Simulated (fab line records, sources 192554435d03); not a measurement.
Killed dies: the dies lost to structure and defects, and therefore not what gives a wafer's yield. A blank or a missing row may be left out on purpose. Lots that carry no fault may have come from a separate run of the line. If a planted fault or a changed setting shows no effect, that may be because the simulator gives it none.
What tool caused it?	flow n5-finfet	12 lots, 36 wafers sampled, at 1 step of a route of 1938

== WHAT THE GAUGES READ, wafer by wafer ==
N5_FIN_SAQP_CD_MEAS_16: the cd target is 35.6 nm.
lot	measured	on	cd-nm (nm)
L075	day 2 04:32	cd-sem-01	35.45 35.38 35.66
L077	day 2 16:02	cd-sem-03	35.17 35.77 35.47
L079	day 3 04:39	cd-sem-01	35.13 35.35 35.02
L081	day 3 16:23	cd-sem-01	35.20 35.64 35.82
L083	day 4 04:19	cd-sem-01	35.74 35.73 35.92
L085	day 4 16:13	cd-sem-01	35.52 35.19 35.74
L087	day 5 04:52	cd-sem-01	35.29 35.47 35.31
L089	day 5 16:02	cd-sem-01	35.33 35.41 36.11
L091	day 6 04:13	cd-sem-02	35.46 35.71 35.65
L093	day 6 15:21	cd-sem-01	35.66 35.33 35.81
L095	day 7 04:09	cd-sem-03	35.14 35.65 35.54
L097	day 7 15:39	cd-sem-03	35.51 35.71 35.84

== EACH LOT AND THE TOOL THAT RAN IT (in order: tool; ch and the chambers of the sampled wafers; start) ==
There is no process step in the record ahead of these readings.

== THE ANSWER, worked out from the rows above alone ==
Rule: the lots themselves supply what counts as usual. The widest of any qualifying gaps counts: lots, ordered by their means at a reading, are off when they make up no more than a third of the lots, leave a main group of 4 or more, and stand apart from it by 3 or more times the standard deviation of that group's means. Not used: any main group whose means are identical at the precision the tables above print for the reading. A lot without any number at a reading at which 4 lots or more have one is off too. All remaining lots with rows at the step are treated as sound.
No lot is off at any reading shown: from this, nothing can be told.

== WHAT THE SIMULATOR PUT IN ==
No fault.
